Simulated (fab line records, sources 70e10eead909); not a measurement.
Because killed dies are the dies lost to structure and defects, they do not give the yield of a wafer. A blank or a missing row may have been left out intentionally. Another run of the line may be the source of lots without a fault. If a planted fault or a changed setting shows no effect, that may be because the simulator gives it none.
fab line records	flow nand-harc
record lots=11	wafers=33	last-day=24
route steps=1159 shown A_CHANNEL_HOLE_D1@463
lots with no fault: from the same line, run without faults
start-h: start of the lot's first displayed wafer, in hours after the record's first day	wait-h: hours from the lot's prior step to this one	" as in the row above	L1.1+2: a row that stands for several wafers	- no value, or no start given	* or withheld: withheld	< > ~ a bound
route shown NAME@n: NAME is a module with steps in the file, n the number in the route of the first one	usual: mean/standard deviation of fault-free wafers	same: alike in all rows	chamber/n: place in a boat	sites: per-site readings	_std_site: their standard deviation	_edge_site: the outer-site mean with the inner-site mean subtracted	radius-mm: how far each site lies from the wafer's centre	mask NAME#n: copy n	behind: the last tool/chamber to shape the wafer	hold: the reason the lot was held/the length of the hold in hours/how it ended	device: whichever transistor did not switch (one of n, p or np)	end of line: tests run on the same wafers once the route is complete	a step with no rows: only its recipe	killed: count of dies lost to structure and defects at first sort (not the wafer's yield)	map: dies across one wafer; x = killed, . = not, _ = none there
set.NAME: the setting that was run; set.NAME@STEP: the one run at that earlier step	model.NAME: the simulator's own value behind a step, which no gauge read
steps of the route over a sample of lots; a table a step, a row a wafer
services: a tool's chamber out of use, with start hour (start-h, from the record's first day; less than 0 if before it), hours out, and reason
## steps
# step NHARC_A_CHANNEL_HOLE_D1_OVL_MEAS_11
# usual overlay-x-nm=0.0/0.79	overlay-y-nm=0.0/0.67
lot.wafer	tool	chamber	start-h	wait-h	overlay-x-nm	overlay-y-nm
L914.1	overlay-01	-	178.15	-	0.4	0.8
L914.2	"	-	"	"	0.2	0.9
L914.3	"	-	"	"	-0.2	0.7
L917.2	overlay-01	-	187.41	-	-0.9	-1.0
L917.5	"	-	"	"	-0.3	-0.9
L917.6	"	-	"	"	-0.4	-0.6
L921.1	overlay-02	-	216.30	-	0.7	-0.6
L921.2	"	-	"	"	0.6	0.0
L921.4	"	-	"	"	0.6	-0.1
L920.2	overlay-02	-	216.63	-	0.8	-1.2
L920.3	"	-	"	"	0.8	-1.2
L920.4	"	-	"	"	0.8	-1.5
L923.1	overlay-02	-	228.26	-	-0.2	-0.3
L923.2	"	-	"	"	0.3	-0.6
L923.4	"	-	"	"	0.4	-0.4
L927.1	overlay-02	-	253.88	-	-0.9	-0.3
L927.2	"	-	"	"	-0.6	0.3
L927.4	"	-	"	"	-0.8	0.2
L926.3	overlay-01	-	254.16	-	-0.2	-0.5
L926.4	"	-	"	"	0.2	-0.3
L926.6	"	-	"	"	0.1	0.0
L931.3	overlay-01	-	283.28	-	-0.7	0.1
L931.4	"	-	"	"	-0.6	-0.1
L931.5	"	-	"	"	-0.3	0.4
L934.3	overlay-02	-	291.58	-	0.2	1.0
L934.4	"	-	"	"	0.3	1.4
L934.6	"	-	"	"	0.2	1.0
L936.1	overlay-02	-	300.52	-	-0.4	0.9
L936.3	"	-	"	"	-0.5	0.4
L936.4	"	-	"	"	-0.4	0.3
L937.1	overlay-02	-	302.42	-	-0.6	-0.2
L937.3	"	-	"	"	-0.7	0.0
L937.4	"	-	"	"	-0.7	-0.2
# step NHARC_A_CHANNEL_HOLE_D1_ETCH_39
# recipe target-depth-a=2600	over-etch-frac=0.3	time-s=325	ion-energy-ev=200	n2-flow-sccm=150	h2-flow-sccm=150	ar-flow-sccm=0	rf-w=400	bias-w=150	chemistry=N2/H2
# usual bias-w=150.0/0.44	chamber-pressure-mTorr=29.999/0.026	drypump-motor-current-A=5.7/0.47	oes-product-au=1.000/0.0067	rf-vpp-V=429.2/2.8	showerhead-plenum-p-Torr=1.99/0.092	throttle-valve-pct=14.170/0.0089
lot.wafer	tool	chamber	start-h	wait-h	bias-w	chamber-pressure-mTorr	drypump-motor-current-A	oes-product-au	rf-hours-counter-h	rf-vpp-V	showerhead-plenum-p-Torr	throttle-valve-pct
L914.2	rie-diel-06	2	-	-	151.2	29.999	5.9	1.008	8	428.0	1.90	14.170
L914.1	"	3	"	"	149.2	29.980	5.4	1.006	8	431.7	2.15	14.175
L914.3	"	0	"	"	150.4	29.996	6.3	0.992	7	428.1	1.92	14.179
L917.2	rie-diel-06	3	-	-	149.8	29.971	5.4	1.009	9	434.2	2.15	14.170
L917.6	"	0	"	"	150.5	29.961	6.3	1.008	-	426.8	1.92	14.173
L917.5	"	1	"	"	150.2	30.060	5.2	1.005	-	427.2	1.91	14.161
L921.4	rie-diel-06	1	-	-	149.7	29.983	5.2	1.008	9	426.8	1.91	14.194
L921.1	"	2	"	"	150.3	29.986	5.9	1.006	10	425.7	1.90	14.186
L921.2	"	0	"	"	149.2	30.008	6.3	0.998	10	427.0	1.92	14.175
L920.3	rie-diel-12	1	-	-	149.9	29.985	5.2	0.998	0	431.2	2.07	14.162
L920.2	"	0	"	"	149.6	30.015	6.4	0.986	0	428.2	1.97	14.164
L920.4	"	1	"	"	150.4	30.001	5.2	0.999	-	430.7	2.07	14.154
L923.2	rie-diel-03	2	-	-	150.8	29.993	5.8	1.004	0	430.2	2.04	14.179
L923.1	"	3	"	"	149.2	30.030	6.1	0.990	0	432.3	2.08	14.161
L923.4	"	0	"	"	150.1	30.037	6.1	0.992	0	428.0	1.99	14.166
L927.1	rie-diel-03	1	-	-	150.6	30.025	5.0	0.989	2	432.7	2.13	14.177
L927.2	"	2	"	"	150.5	29.946	5.8	1.004	2	433.1	2.04	14.163
L927.4	"	3	"	"	149.7	29.991	6.1	0.999	2	430.6	2.08	14.166
L926.4	rie-diel-06	0	-	-	150.3	29.941	6.3	0.994	1	426.5	1.92	14.172
L926.3	"	1	"	"	149.6	29.975	5.2	1.001	1	427.7	1.91	14.144
L926.6	"	3	"	"	150.4	30.012	5.4	0.996	-	432.6	2.14	14.170
L931.4	rie-diel-03	0	-	-	149.0	29.991	6.1	1.000	4	430.1	1.99	14.183
L931.3	"	3	"	"	150.3	29.960	6.1	0.998	4	433.4	2.07	14.172
L931.5	"	1	"	"	150.5	30.040	5.0	1.002	-	433.0	2.13	14.171
L934.4	rie-diel-12	3	-	-	150.0	29.973	5.9	0.986	6	431.3	2.06	14.178
L934.3	"	0	"	"	150.4	29.982	6.4	1.002	6	430.3	1.97	14.181
L934.6	"	2	"	"	150.4	29.986	5.4	1.002	-	427.0	1.89	14.177
L936.1	rie-diel-12	2	-	-	150.2	30.018	5.4	0.995	6	426.3	1.89	14.163
L936.3	"	1	"	"	150.2	30.004	5.2	0.997	7	431.7	2.06	14.170
L936.4	"	0	"	"	150.0	30.005	6.5	0.993	-	428.7	1.97	14.180
L937.4	rie-diel-06	3	-	-	149.9	29.992	5.4	1.007	3	434.6	2.14	14.179
L937.3	"	0	"	"	149.8	30.016	6.3	0.999	4	427.8	1.92	14.165
L937.1	"	1	"	"	150.4	30.006	5.2	0.991	4	426.3	1.91	14.163
# step NHARC_A_CHANNEL_HOLE_D1_ETCH_23
# recipe bias-v=5000	source-w=withheld	pressure-mtorr=20	time-s=819	ar-flow-sccm=375	c4f8-flow-sccm=89.3	o2-flow-sccm=35.7	temp-c=-20	target-depth-a=16000	chemistry=C4F8/O2/Ar
# usual c4f8-flow-sccm=89.30/0.27	chamber-pressure-mTorr=19.997/0.017	drypump-motor-current-A=5.8/0.34	showerhead-plenum-p-Torr=3.77/0.12	throttle-valve-pct=32.155/0.0084
lot.wafer	tool	chamber	start-h	wait-h	c4f8-flow-sccm	chamber-pressure-mTorr	drypump-motor-current-A	rf-hours-counter-h	showerhead-plenum-p-Torr	throttle-valve-pct
L914.2	har-etch-01	1	180.87	0.5	89.65	19.950	5.4	190	3.83	32.161
L914.1	"	0	"	"	88.99	20.008	5.6	190	3.59	32.151
L914.3	"	0	"	"	89.63	19.988	5.5	-	3.59	32.156
L917.2	har-etch-01	0	190.26	0.5	89.32	20.003	5.5	194	3.59	32.145
L917.6	"	1	"	"	89.36	19.966	5.4	-	3.82	32.149
L917.5	"	0	"	"	89.27	19.998	5.5	-	3.59	32.149
L921.1	har-etch-02	0	219.01	0.5	88.78	19.981	5.9	116	3.87	32.153
L921.2	"	1	"	"	88.83	20.005	6.3	116	3.87	32.155
L921.4	"	1	"	"	89.06	20.031	6.3	-	3.87	32.151
L920.2	har-etch-01	0	219.59	0.5	89.15	20.000	5.6	206	3.59	32.162
L920.4	"	0	"	"	89.04	19.970	5.6	-	3.59	32.155
L920.3	"	1	"	"	89.51	19.992	5.4	-	3.82	32.145
L923.2	har-etch-01	1	230.98	0.5	89.06	20.009	5.4	213	3.81	32.148
L923.1	"	0	"	"	89.12	20.041	5.5	213	3.58	32.157
L923.4	"	1	"	"	89.22	20.001	5.4	-	3.81	32.171
L927.2	har-etch-02	1	258.85	0.5	89.48	19.972	6.3	134	3.86	32.152
L927.1	"	0	"	"	89.49	19.976	5.9	134	3.86	32.159
L927.4	"	1	"	"	89.29	20.019	6.3	-	3.86	32.152
L926.3	har-etch-01	0	259.35	0.5	89.09	20.020	5.6	-	3.58	32.155
L926.4	"	1	"	"	89.67	19.968	5.4	-	3.81	32.151
L926.6	"	0	"	"	89.33	20.009	5.6	-	3.58	32.155
L931.3	har-etch-01	0	288.90	0.5	89.29	20.012	5.5	-	3.57	32.162
L931.4	"	1	"	"	89.64	20.016	5.4	-	3.80	32.146
L931.5	"	1	"	"	89.49	20.003	5.4	-	3.80	32.155
L934.4	har-etch-01	1	294.52	0.5	89.12	20.000	5.4	-	3.80	32.146
L934.3	"	0	"	"	89.52	19.982	5.5	-	3.57	32.159
L934.6	"	0	"	"	89.01	19.997	5.5	-	3.57	32.153
L936.1	har-etch-01	0	303.54	0.5	89.49	20.001	5.5	246	3.56	32.170
L936.3	"	1	"	"	89.36	20.002	5.4	-	3.79	32.156
L936.4	"	0	"	"	89.21	20.017	5.5	-	3.56	32.149
L937.1	har-etch-02	0	305.71	0.5	89.49	19.987	5.9	159	3.84	32.144
L937.3	"	0	"	"	89.81	20.016	5.9	-	3.84	32.160
L937.4	"	1	"	"	89.62	19.978	6.3	-	3.84	32.141
# step NHARC_A_CHANNEL_HOLE_D1_ETCH_26
# recipe bias-v=300	source-w=2000	pressure-mtorr=30	time-s=224.1	ar-flow-sccm=375	c4f8-flow-sccm=11.4	o2-flow-sccm=113.6	temp-c=-20	target-depth-a=3000	chemistry=C4F8/O2/Ar
# usual bias-v=300/3.1	c4f8-flow-sccm=11.40/0.034	drypump-motor-current-A=5.8/0.34	showerhead-plenum-p-Torr=3.82/0.12	throttle-valve-pct=24.582/0.0093
lot.wafer	tool	chamber	start-h	wait-h	bias-v	c4f8-flow-sccm	drypump-motor-current-A	rf-hours-counter-h	showerhead-plenum-p-Torr	throttle-valve-pct
L914.2	har-etch-01	1	183.19	0.7	304	11.33	5.4	192	3.88	24.582
L914.1	"	0	"	"	302	11.44	5.5	192	3.63	24.565
L914.3	"	0	"	"	301	11.46	5.5	-	3.63	24.582
L917.2	har-etch-01	0	192.52	0.6	296	11.39	5.5	196	3.63	24.574
L917.6	"	1	"	"	297	11.40	5.4	-	3.87	24.594
L917.5	"	0	"	"	297	11.40	5.5	-	3.63	24.578
L921.1	har-etch-02	0	221.35	0.7	301	11.37	5.9	118	3.92	24.590
L921.2	"	1	"	"	299	11.47	6.3	118	3.92	24.585
L921.4	"	1	"	"	302	11.42	6.3	-	3.92	24.571
L920.2	har-etch-01	0	221.93	0.7	300	11.39	5.5	208	3.62	24.593
L920.4	"	0	"	"	301	11.44	5.5	-	3.62	24.588
L920.3	"	1	"	"	296	11.38	5.4	-	3.87	24.588
L923.2	har-etch-01	1	233.31	0.7	300	11.40	5.4	215	3.86	24.579
L923.1	"	0	"	"	298	11.35	5.5	215	3.62	24.578
L923.4	"	1	"	"	298	11.45	5.4	-	3.86	24.578
L927.2	har-etch-02	1	261.20	0.7	303	11.36	6.3	137	3.91	24.591
L927.1	"	0	"	"	301	11.42	5.9	137	3.91	24.569
L927.4	"	1	"	"	302	11.36	6.3	-	3.91	24.578
L926.3	har-etch-01	0	261.51	0.5	299	11.43	5.5	-	3.61	24.576
L926.4	"	1	"	"	301	11.34	5.4	-	3.86	24.588
L926.6	"	0	"	"	296	11.41	5.6	-	3.62	24.593
L931.3	har-etch-01	0	291.08	0.5	-	-	-	-	-	-
L931.4	"	1	"	"	-	-	-	-	-	-
L931.5	"	1	"	"	-	-	-	-	-	-
L934.4	har-etch-01	1	296.68	0.5	-	-	-	-	-	-
L934.3	"	0	"	"	-	-	-	-	-	-
L934.6	"	0	"	"	-	-	-	-	-	-
L936.1	har-etch-01	0	305.79	0.6	300	11.38	5.5	249	3.60	24.580
L936.3	"	1	"	"	299	11.30	5.4	-	3.84	24.584
L936.4	"	0	"	"	301	11.39	5.5	-	3.60	24.577
L937.1	har-etch-02	0	308.05	0.7	300	11.40	5.9	161	3.90	24.557
L937.3	"	0	"	"	306	11.39	5.9	-	3.90	24.589
L937.4	"	1	"	"	303	11.40	6.3	-	3.90	24.586
# step NHARC_A_CHANNEL_HOLE_D1_XSEM_31
# recipe landing-energy-ev=35000
# usual bot-cd-nm=74.8/1.2	bow-nm=8.70/0.27	tilt-deg=0.08/0.032
lot.wafer	tool	chamber	start-h	wait-h	bot-cd-nm	bow-nm	tilt-deg
L914.1	xsem-02	0	185.02	0.1	75.7	9.24	0.06
L914.2	"	0	"	"	73.4	9.38	0.06
L914.3	"	0	"	"	74.5	9.24	0.06
L917.2	xsem-01	0	194.32	0.1	74.2	8.84	0.12
L917.5	"	0	"	"	73.4	8.89	0.12
L917.6	"	0	"	"	75.1	8.95	0.11
L921.1	xsem-01	0	223.17	0.1	74.8	8.60	0.10
L921.2	"	0	"	"	74.5	8.63	0.11
L921.4	"	0	"	"	73.3	8.70	0.11
L920.2	xsem-02	0	223.78	0.1	74.5	8.72	0.09
L920.3	"	0	"	"	75.4	8.73	0.09
L920.4	"	0	"	"	75.9	8.72	0.09
L923.1	xsem-02	0	235.32	0.1	76.4	8.46	0.03
L923.2	"	0	"	"	74.7	8.47	0.03
L923.4	"	0	"	"	73.2	8.45	0.03
L927.1	xsem-02	0	263.04	0.1	75.2	8.94	0.05
L927.2	"	0	"	"	76.3	9.02	0.04
L927.4	"	0	"	"	75.9	9.01	0.05
L926.3	xsem-01	0	263.28	0.1	76.5	8.56	0.06
L926.4	"	0	"	"	77.1	8.50	0.06
L926.6	"	0	"	"	75.1	8.48	0.06
L931.3	xsem-01	0	292.84	0.1	76.1	8.45	0.06
L931.4	"	0	"	"	76.6	8.43	0.06
L931.5	"	0	"	"	77.3	8.40	0.06
L931.3	xsem-01	0	-	-	76.1	-	0.09
L931.4	"	0	"	"	76.1	-	0.09
L931.5	"	0	"	"	76.6	-	0.09
L934.3	xsem-02	0	298.61	0.1	72.0	8.53	0.09
L934.4	"	0	"	"	74.9	8.56	0.09
L934.6	"	0	"	"	74.2	8.65	0.09
L934.3	xsem-02	0	-	-	73.2	-	0.06
L934.4	"	0	"	"	76.4	-	0.06
L934.6	"	0	"	"	74.5	-	0.06
L936.1	xsem-01	0	307.74	0.1	72.9	8.58	0.05
L936.3	"	0	"	"	76.6	8.62	0.05
L936.4	"	0	"	"	74.3	8.72	0.05
L937.1	xsem-01	0	310.35	0.1	74.1	8.66	0.12
L937.3	"	0	"	"	74.0	8.73	0.12
L937.4	"	0	"	"	75.8	8.67	0.12
## services
tool	chamber	start-h	hours	kind
rie-diel-06	0	171.34	-	clean
rie-diel-06	1	171.34	-	clean
rie-diel-06	2	171.34	-	clean
rie-diel-06	3	171.34	-	clean
rie-diel-06	-	176.75	0.8	repair
rie-diel-06	0	195.97	-	clean
rie-diel-06	1	195.97	-	clean
rie-diel-06	2	195.97	-	clean
rie-diel-06	3	195.97	-	clean
rie-diel-06	1	201.22	9.3	repair
rie-diel-12	-	202.40	9.0	pm
rie-diel-12	2	213.05	9.5	repair
rie-diel-03	-	215.40	9.0	pm
rie-diel-06	0	220.47	-	clean
rie-diel-06	1	220.47	-	clean
rie-diel-06	3	231.52	7.3	repair
rie-diel-06	-	241.25	9.0	pm
rie-diel-06	3	264.93	7.9	repair
rie-diel-12	3	294.69	9.0	repair
xsem-02	-	302.00	14.0	pm
rie-diel-06	2	303.47	4.4	repair
har-etch-01	-	306.14	17.0	pm
har-etch-01	0	306.14	17.0	vent-cycle
har-etch-01	1	306.14	17.0	vent-cycle
## key
first-sign step=NHARC_A_CHANNEL_HOLE_D1_ETCH_26	reading=tool-record	direction=missing
effect step=NHARC_A_CHANNEL_HOLE_D1_XSEM_31	reading=visit	direction=added
met-at NHARC_A_CHANNEL_HOLE_D1_ETCH_26
struck-lots L931,L934
scrapped-behind NHARC_A_CHANNEL_HOLE_D1_XSEM_31 L931.3,L931.4,L931.5,L934.3,L934.4,L934.6
not-acting-at NHARC_A_CHANNEL_HOLE_D1_OVL_MEAS_11,NHARC_A_CHANNEL_HOLE_D1_ETCH_39,NHARC_A_CHANNEL_HOLE_D1_ETCH_23
onset-between 261.51 291.08
fault kind=skipped-step-whole	tool=har-etch-01	chamber=-	onset-h=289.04	steps=NHARC_A_CHANNEL_HOLE_D1_ETCH_26	scope=struck-lots-only
